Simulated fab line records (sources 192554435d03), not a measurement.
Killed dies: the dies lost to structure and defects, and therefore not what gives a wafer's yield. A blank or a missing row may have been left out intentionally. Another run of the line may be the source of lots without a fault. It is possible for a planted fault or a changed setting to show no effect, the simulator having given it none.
Comparing a struck lot with a sound one || flow n5 finfet || 14 steps out of a route of 1938
Sound: these wafers, L551.1, L551.2, L551.6. Struck: wafer L559.2 (left out: L559.3, a lot-mate that was not struck); the cause follows at the end.
Per side, at each step with rows, come the tool, then ch with its chambers, and then its first start. Under that, the readings that differ: sound wafers || struck wafers || difference of the means || sigmas: that difference in standard deviations of wafers without a fault.
alike: readings with means less than 2 such deviations apart, plus words and numbers identical on both sides. not compared: withheld readings, readings lacking a value on some wafer, bounds such as >300 that could conceal the same value, and numbers that have no deviation in the record and whose values overlap.
A row with sigmas, a row that says differs or no value, or rows on one side alone: a step with any of these is where the two part. Numbers that have no deviation but don't overlap get no sigmas and don't part them. Lack of a reading on every wafer of one side parts them only where that side has two or more wafers.

first, 8 steps without rows for these wafers: N5_BEOL_M8_COAT_59 (time 60 s, resist thk 100 nm); N5_BEOL_M8_COAT_60 (time 60 s, resist thk 35 nm); N5_BEOL_M8_COAT_05 (resist thk 90 nm); N5_BEOL_M8_EBR_07; N5_BEOL_M8_SOFTBAKE_06 (time 60 s); N5_BEOL_M8_EXPOSE_08 (exposes mask M8); N5_BEOL_M8_PEB_09 (peb time 60 s); N5_BEOL_M8_DEVELOP_10 (develop time 30 s).
N5_BEOL_M8_CD_MEAS_11 targets a cd of 38.5 nm.
  sound on cd sem-03 ch 0, day 9 07:15; struck on cd sem-02 ch 0, day 11 16:10
  alike: cd nm
N5_BEOL_M8_OVL_MEAS_12:
  sound on overlay-01 ch 0, day 9 07:17; struck on overlay-02 ch 0, day 11 16:12
{"reading": "M8_OVL (nm)", "sound": "-0.6 -1.0 -1.2", "struck": 1.1, "difference": "+2.0", "sigmas": "+2"}
N5_BEOL_M8_INSPECT_13: inspects for defects (brightfield).
  sound on defect inspect-02, day 9 07:18; struck on defect inspect-02, day 11 16:14
  alike: raw defect count
N5_BEOL_M8_DESCUM_16: chemistry O2, time 7.9 s.
  sound on rie diel-06 ch 1,2,3, day 9 07:20; struck on rie diel-05 ch 1, day 11 16:33
  alike: drypump motor current A, oes product au, rf vpp V, showerhead plenum p Torr, throttle valve pct
  not compared: rf hours counter h
N5_BEOL_M8_ETCH_61: etches SiARC in CF4, target depth 45.5 nm, time 75.8 s.
  sound on rie diel-06 ch 1,2,3, day 9 07:22; struck on rie diel-05 ch 1, day 11 16:35
{"reading": "etch rf on time s (s)", "sound": "75.8 73.3 74.1", "struck": 47.0, "difference": -27.4, "sigmas": -23}
{"reading": "oes product au (a.u.)", "sound": "0.61 0.84 0.74", "struck": 0.91, "difference": "+0.18", "sigmas": "+2"}
  alike: drypump motor current A, mfc ar sccm, rf vpp V, showerhead plenum p Torr, throttle valve pct
  not compared: rf hours counter h
N5_BEOL_M8_ETCH_62: etches SOC in N2/H2, target depth 110 nm, overetch 22 nm, time 165 s.
  sound on rie diel-06 ch 1,2,3, day 9 07:26; struck on rie diel-05 ch 1, day 11 16:38
  alike: drypump motor current A, oes product au, rf vpp V, showerhead plenum p Torr, throttle valve pct
  not compared: rf hours counter h

WHERE THEY PART
At N5_BEOL_M8_OVL_MEAS_12 first; at N5_BEOL_M8_ETCH_61 last (within this record only). Later steps at which nothing parts them and some readings are alike: N5_BEOL_M8_ETCH_62.

WHY: what had been put in by the simulator
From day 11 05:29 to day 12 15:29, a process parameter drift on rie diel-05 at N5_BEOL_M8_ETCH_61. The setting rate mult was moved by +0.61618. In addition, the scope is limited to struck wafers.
